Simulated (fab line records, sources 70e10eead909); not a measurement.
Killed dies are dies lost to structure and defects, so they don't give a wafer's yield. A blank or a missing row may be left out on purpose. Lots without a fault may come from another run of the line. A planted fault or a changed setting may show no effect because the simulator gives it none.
A struck lot beside a sound one | flow nand_harc | 15 steps out of a route of 1302
Sound: wafers L845.4, L845.5, L845.6. Struck: wafers L849.1, L849.4. (L849.2 of the same lot was not struck and is left out.) The cause comes at the end.
At each step with rows: each side's tool, then ch and its chambers, then its first start. Under that, the readings that differ: sound wafers | struck wafers | difference of the means | sigmas: that difference in standard deviations of wafers without a fault.
alike: readings whose means differ by less than 2 such deviations, and words and numbers that are the same on both sides. not compared: withheld readings, readings that some wafer has no value for, bounds like >300 that may hide the same value, and numbers for which the record gives no deviation and whose values overlap.
The two part at a step that has a row with sigmas, a row that says differs or no value, or rows on one side only. Numbers that don't overlap but have no deviation are shown without sigmas and don't part them. A reading that every wafer of one side lacks parts them only if that side has two wafers or more.

first, 2 steps without rows for these wafers: NHARC_A_DECK1_JOINT_ANNEAL_28 (time 1800 s); NHARC_A_DECK1_JOINT_ANNEAL_29 (time 1800 s).
NHARC_A_DECK1_JOINT_CMP_02: polishes SiOx.
  sound on cmp-04 ch 2,3, day 13 00:25; struck on cmp-04 ch 2,3, day 15 12:23
  alike: motor_current_A
then, 1 step without rows for these wafers: NHARC_A_DECK1_JOINT_SRD_15.
NHARC_A_DECK1_JOINT_DEP_16: deposits SiO2, target thk 45 nm.
  sound on pecvd-02 ch 0,1,2, day 13 00:52; struck on pecvd-02 ch 0,1, day 15 12:49
  alike: heater_power_outer_w, heater_power_w, throttle_valve_pct
NHARC_A_DECK1_JOINT_THK_MEAS_17: measures by ellipsometry.
  sound on film_metro-02, day 13 01:04; struck on film_metro-02, day 15 13:04
  alike: thk_nm
NHARC_A_DECK1_JOINT_INSPECT_05:
  sound on defect_inspect-01, day 13 01:05; struck on defect_inspect-01, day 15 13:05
  alike: raw_defect_count
then, 1 step without rows for these wafers: NHARC_A_ONON_D2_DEP_00 (target thk 1000 nm).
NHARC_A_ONON_D2_THK_MEAS_02: measures by ellipsometry.
  sound on film_metro-02, day 13 01:40; struck on film_metro-01, day 15 13:41
  alike: thk_nm
then, 1 step without rows for these wafers: NHARC_A_ONON_D2_DEP_03 (target thk 1000 nm).
NHARC_A_ONON_D2_THK_MEAS_05: measures by ellipsometry.
  sound on film_metro-01, day 13 02:14; struck on film_metro-02, day 15 14:14
  alike: thk_nm
NHARC_A_ONON_D2_DEP_06: target thk 1000 nm.
  sound on pecvd_onon-01 ch 0, day 13 02:28; struck on pecvd_onon-03 ch 0, day 15 14:18
NHARC_A_ONON_D2_THK_MEAS_08: measures by ellipsometry.
  sound on film_metro-02, day 13 02:49; struck on film_metro-02, day 15 14:49
  reading     | sound       | struck  | difference | sigmas
  thk_nm (nm) | 992 990 990 | 589 588 | -402       | -47
then, 1 step without rows for these wafers: NHARC_A_ONON_D2_DEP_09 (target thk 1000 nm).
-- the record jumps here: 12 days lie between the struck wafers' starts before and after (it left off in module A_ONON_D2 and takes up again in module END, whose first step shown is number 1302 of the route) --
NHARC_END_SORT_01:
  the record has rows for the struck wafers here (prober-01 ch 0, day 27 08:13) and none for the sound ones

WHERE THEY PART
First at NHARC_A_ONON_D2_THK_MEAS_08; last, within this record, at NHARC_END_SORT_01.

WHY: what the simulator had put in
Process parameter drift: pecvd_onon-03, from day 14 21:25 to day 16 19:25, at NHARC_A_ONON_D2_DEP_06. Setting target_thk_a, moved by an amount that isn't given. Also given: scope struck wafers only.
